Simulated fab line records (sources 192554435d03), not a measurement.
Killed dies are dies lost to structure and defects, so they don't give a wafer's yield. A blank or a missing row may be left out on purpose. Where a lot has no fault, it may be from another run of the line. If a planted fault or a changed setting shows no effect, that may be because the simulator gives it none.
Split-lot trial    flow n5Finfet    on a route of 1938 steps: 7 lots, 21 wafers read

SPLIT DETAILS
At N5_BEOL_M9_EXPOSE_25 (exposes mask V8), the setting doseMj was moved away from the recipe's 37.25 on 6 of the 21 wafers read, by -5.9% to +3.9%. This setting was run at the recipe's value on the other wafers.

FROM THE SPLIT TO THE READING: what the file shows between them, 2 steps
- N5_BEOL_M9_PEB_26: peb time 60 s
- N5_BEOL_M9_DEVELOP_27: develop time 30 s

THE READING
cdNm, in nm, at N5_BEOL_M9_CD_MEAS_28 (target cd 70 nm). Typical for fault-free wafers on this fab line: 69.89 nm, with standard deviation 0.3 nm.

wafer   tool, chamber at the split  doseMj as run  against the recipe  cdNm, nm  against lot-mates on the recipe
L074.2  euvScanner-01, 0            37.25          recipe              70.04     -
L074.3  euvScanner-01, 0            38.65          +3.8%               71.44     +1.40
L074.4  euvScanner-01, 0            38.65          +3.8%               71.09     +1.05
L080.2  euvScanner-01, 0            37.25          recipe              69.95     -
L080.3  euvScanner-01, 0            37.25          recipe              70.07     -
L080.6  euvScanner-01, 0            37.25          recipe              69.58     -
L082.4  euvScanner-01, 0            37.25          recipe              69.62     -
L082.5  euvScanner-01, 0            35.46          -4.8%               68.41     -1.40
L082.6  euvScanner-01, 0            37.25          recipe              69.99     -
L086.1  euvScanner-01, 0            37.25          recipe              70.26     -
L086.4  euvScanner-01, 0            37.25          recipe              70.12     -
L086.5  euvScanner-01, 0            37.25          recipe              70.09     -
L089.1  euvScanner-02, 0            37.25          recipe              69.59     -
L089.4  euvScanner-02, 0            35.04          -5.9%               68.27     -1.46
L089.6  euvScanner-02, 0            37.25          recipe              69.87     -
L091.1  euvScanner-01, 0            37.25          recipe              69.84     -
L091.4  euvScanner-01, 0            37.25          recipe              70.02     -
L091.6  euvScanner-01, 0            37.25          recipe              69.98     -
L093.3  euvScanner-02, 0            38.69          +3.9%               70.94     +0.82
L093.4  euvScanner-02, 0            38.69          +3.9%               70.92     +0.80
L093.6  euvScanner-02, 0            37.25          recipe              70.12     -

THE FIT
A straight line over all 21 wafers: cdNm changes by +0.299 nm for each +1% of doseMj; r = +0.96; the points scatter about the line by 0.21 nm.
The same after taking each lot's own level away (the mean of its wafers on the recipe; 21 wafers): +0.265 nm for each +1%; r = +0.97; scatter 0.17 nm.
Per that fit: largest doseMj move, reading shift of 1.6 nm.
The lots' own levels span 69.730 to 70.157 nm, that is 1.4 times the standard deviation above.
So the lot-to-lot level changes the slope: the two fits differ.
Check: for one of the wafers moved furthest among these (-5.9%), held out of the fit, the line's prediction against its lot-mates is -1.64 nm. Against them it came out at -1.46 nm.

THESE WAFERS: OTHER SPLITS
Before the reading, these wafers also passed through other splits. Each is held against what the fit with the lots' levels taken away leaves over:
other split on the same wafers  wafers away from the commonest value  r with cdNm (lot level and that fit taken away)
N5_BEOL_M3_COAT_68 spinRpm      4                                     -0.10
N5_BEOL_M6_COAT_59 spinRpm      5                                     -0.14
N5_BEOL_M6_ETCH_61 biasW        5                                     -0.22
N5_BEOL_M6_ETCH_66 biasW        3                                     +0.08
N5_BEOL_M7_ETCH_41 sourceW      7                                     -0.04
N5_BEOL_M8_COAT_64 spinRpm      7                                     -0.08
N5_BEOL_M8_COAT_22 spinRpm      9                                     -0.09
N5_BEOL_M9_ETCH_62 timeS        10                                    -0.11

FILE'S OWN FIT
cdNm changes by +0.264 nm for each +1% of doseMj, r = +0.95.
